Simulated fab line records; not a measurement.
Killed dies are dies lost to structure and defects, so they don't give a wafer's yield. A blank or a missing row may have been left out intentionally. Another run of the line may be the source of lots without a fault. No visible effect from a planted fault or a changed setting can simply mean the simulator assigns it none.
The tool behind it: which one? ; flow nandHarc ; 13 lots, 39 wafers sampled, at 5 steps of a route of 1159

## WHAT EACH GAUGE READ, for each wafer
NHARC_A_CONTACT_CD_MEAS_08: target cd 100 nm.
lot;measured;on;cdNm (nm)
L306;day 16 08:34;cdSem-03;98.6 100.1 100.1
L310;day 17 14:58;cdSem-02;99.5 99.4 99.3
L314;day 18 04:57;cdSem-03;100.5 100.5 101.1
L311;day 18 13:07;cdSem-01;101.1 99.9 101.4
L313;day 18 22:15;cdSem-02;101.1 100.0 100.8
L316;day 19 10:16;cdSem-02;99.9 99.2 100.1
L319;day 19 14:38;cdSem-01;100.4 100.4 100.5
L318;day 19 15:02;cdSem-03;100.2 100.7 98.7
L315;day 19 17:46;cdSem-03;128.1 128.4 128.5
L321;day 20 06:59;cdSem-02;99.4 101.3 100.1
L324;day 21 10:49;cdSem-03;123.9 123.6 123.8
L323;day 21 16:15;cdSem-03;100.4 99.2 100.4
L328;day 22 16:16;cdSem-03;100.3 100.7 100.4

## TOOL THAT RAN EACH LOT (tool first, then ch and the chambers of the sampled wafers, then the start)
lot;NHARC_A_CONTACT_ETCH_128;NHARC_A_CONTACT_ETCH_132;NHARC_A_CONTACT_ETCH_133;NHARC_A_CONTACT_EXPOSE_05
L306;harCapEtch-01 ch 0, day 16 03:14;harCapEtch-01 ch 0, day 16 03:49;harCapEtch-01 ch 0, day 16 03:59;arfiScanner-03 ch 0, day 16 08:25
L310;harCapEtch-01 ch 0,1, day 17 10:17;harCapEtch-01 ch 0,1, day 17 10:50;harCapEtch-01 ch 0,1, day 17 10:59;arfiScanner-03 ch 0, day 17 14:49
L314;harCapEtch-01 ch 0,1, day 17 23:06;harCapEtch-01 ch 0,1, day 17 23:40;harCapEtch-01 ch 0,1, day 17 23:48;arfiScanner-01 ch 0, day 18 04:49
L311;harCapEtch-02 ch 0,1, day 18 06:39;harCapEtch-02 ch 0,1, day 18 07:13;harCapEtch-02 ch 0,1, day 18 07:24;arfiScanner-02 ch 0, day 18 12:59
L313;harCapEtch-03 ch 0,1, day 18 17:39;harCapEtch-03 ch 0,1, day 18 18:13;harCapEtch-03 ch 0,1, day 18 18:22;arfiScanner-03 ch 0, day 18 22:06
L316;harCapEtch-02 ch 0,1, day 19 05:52;harCapEtch-02 ch 0,1, day 19 06:26;harCapEtch-02 ch 0,1, day 19 06:38;arfiScanner-01 ch 0, day 19 10:08
L319;harCapEtch-01 ch 0,1, day 19 10:11;harCapEtch-01 ch 0,1, day 19 10:44;harCapEtch-01 ch 0,1, day 19 10:55;arfiScanner-02 ch 0, day 19 14:29
L318;harCapEtch-02 ch 0,1, day 19 10:26;harCapEtch-02 ch 0,1, day 19 11:00;harCapEtch-02 ch 0,1, day 19 11:08;arfiScanner-01 ch 0, day 19 14:54
L315;harCapEtch-02 ch 0,1, day 19 13:31;harCapEtch-02 ch 0,1, day 19 14:05;harCapEtch-02 ch 0,1, day 19 14:16;arfiScanner-01 ch 0, day 19 17:38
L321;harCapEtch-02 ch 0,1, day 20 01:32;harCapEtch-02 ch 0,1, day 20 02:07;harCapEtch-02 ch 0,1, day 20 02:16;arfiScanner-02 ch 0, day 20 06:51
L324;harCapEtch-03 ch 0,1, day 21 03:07;harCapEtch-03 ch 0,1, day 21 03:40;harCapEtch-03 ch 0,1, day 21 03:52;arfiScanner-01 ch 0, day 21 10:41
L323;harCapEtch-03 ch 1, day 21 11:43;harCapEtch-03 ch 1, day 21 12:17;harCapEtch-03 ch 1, day 21 12:25;arfiScanner-02 ch 0, day 21 16:07
L328;harCapEtch-01 ch 0,1, day 22 11:03;harCapEtch-01 ch 0,1, day 22 11:37;harCapEtch-01 ch 0,1, day 22 11:47;arfiScanner-02 ch 0, day 22 16:08
- NHARC_A_CONTACT_ETCH_128: etches the open film in C4F8/O2/Ar, time 155 s, target depth 956 nm.
- NHARC_A_CONTACT_ETCH_132: etches the open film in C4F8/O2/Ar, time 156 s, target depth 958 nm.
- NHARC_A_CONTACT_ETCH_133: etches the open film in C4F8/O2/Ar, time 195 s, target depth 840 nm.
- NHARC_A_CONTACT_EXPOSE_05: exposes mask A CC.

## AS READ BY THE TOOLS THEMSELVES (means over the sampled wafers that have a number; for cases with no such wafer, the mark the record gives instead)
NHARC_A_CONTACT_EXPOSE_05.
lot;tool;exposureDoseMJCm2
L306;arfiScanner-03;84.43
L310;arfiScanner-03;84.20
L314;arfiScanner-01;84.25
L311;arfiScanner-02;84.31
L313;arfiScanner-03;84.21
L316;arfiScanner-01;84.32
L319;arfiScanner-02;84.26
L318;arfiScanner-01;84.19
L315;arfiScanner-01;120.10
L321;arfiScanner-02;84.31
L324;arfiScanner-01;112.96
L323;arfiScanner-02;84.18
L328;arfiScanner-02;84.29

## THE ANSWER, worked out from the rows above alone
Rule: usual is defined by the lots themselves. The widest of any qualifying gaps counts: lots, ordered by their means at a reading, are off when they make up no more than a third of the lots, leave a main group of 4 or more, and stand apart from it by 3 or more times the standard deviation of that group's means. If all means in a main group match to the digits the tables above print for the reading, that group is not used. A lot without any number at a reading at which 4 lots or more have one is off too. Any other lot the step has rows for is counted as sound. Order of review: gauges by route order, followed by the tools' own readings, for which a lot's mean as printed above is used. At the first step where some lot is off, the reading lying furthest off is the one used; lots without a number count as furthest.
Off: L315, L324 (NHARC_A_CONTACT_CD_MEAS_08, cdNm). For the main group the mean is 100.2 nm and the standard deviation 0.46.
A tool fits if, at a process step before that reading, it ran every lot that is off, and no sound lot after the first of them. Not tried: the gauges at NHARC_A_CONTACT_CD_MEAS_08; whatever is off there is also off at NHARC_A_CONTACT_EXPOSE_05, on other tools, and gauge error can't account for it. One fits: NHARC_A_CONTACT_EXPOSE_05 on arfiScanner-01. Its last sound lot is L318 (day 19 14:54), its first lot that is off L315 (day 19 17:38): a fault that began between those two fits.
The tool's own readings at NHARC_A_CONTACT_EXPOSE_05 bear it out: on the lots that are off they differ by more than 5 times the standard deviation of the sound lots' means. exposureDoseMJCm2 reads 116.53 there against 84.27 on the sound lots.

## WHAT THE SIMULATOR PUT IN
Drift in process parameters on arfiScanner-01 at NHARC_A_CONTACT_EXPOSE_05, starting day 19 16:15. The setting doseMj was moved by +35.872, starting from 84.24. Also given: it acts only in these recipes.
Lots struck among those shown: L315, L324. This agrees with what the rule above found.
